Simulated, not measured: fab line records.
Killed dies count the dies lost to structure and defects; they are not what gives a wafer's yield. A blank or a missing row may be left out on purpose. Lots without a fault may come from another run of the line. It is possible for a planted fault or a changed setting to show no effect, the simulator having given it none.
Chamber matching | flow n5-finfet | N5_BEOL_M3_CO_CAP_55 on cvd-co-02 has 3 sister chambers
The step material Co, precursor CCTBA/H2, target thk 2 nm, time 102.1 s. 6 wafers are shown with their chamber, then 12 later ones without.

## WAFERS PAIRED WITH THEIR CHAMBERS
wafer  | chamber | heater-power-outer-w (W) | heater-power-w (W)
L086.6 | 0       | 135                      | 249
L087.1 | 0       | 133                      | 249
L087.2 | 2       | 137                      | 239
L092.2 | 1       | 96                       | 205
L092.4 | 2       | 136                      | 231
L092.6 | 1       | 94                       | 204

## WAFERS WITHOUT THEIR CHAMBER
wafer  | heater-power-outer-w (W) | heater-power-w (W)
L093.2 | 137                      | 236
L093.3 | 95                       | 199
L093.5 | 95                       | 207
L094.1 | 96                       | 196
L094.5 | 134                      | 253
L094.6 | 137                      | 234
L095.1 | 95                       | 198
L095.2 | 132                      | 251
L095.5 | 96                       | 198
L096.2 | 136                      | 234
L096.4 | 139                      | 234
L096.6 | 133                      | 262

## WHICH CHAMBER EACH WENT THROUGH
wafer  | from the rows above | in truth
L093.2 | 2                   | 2
L093.3 | 1                   | 1
L093.5 | 1                   | 1
L094.1 | 1                   | 1
L094.5 | 0                   | 0
L094.6 | 2                   | 2
L095.1 | 1                   | 1
L095.2 | 0                   | 0
L095.5 | 1                   | 1
L096.2 | 2                   | 2
L096.4 | 2                   | 2
L096.6 | 0                   | 0
Correct placement for 12 of the 12. From these rows, 0 cannot be placed. 0 placed wrongly.
How it was worked out, from the rows above alone: a wafer's distance from a chamber is the root of the sum, over the readings, of the square of ((its reading less the chamber's mean) divided by the reading's scatter). If the next closest chamber is less than 2 further off than the closest, the wafer can't be placed; otherwise it belongs to the closest. The mean given for a chamber averages the wafers shown for that chamber. The scatter is the square root of a quotient: the sum, over the shown wafers, of each reading's squared deviation from its chamber's mean, divided by wafers minus chambers.
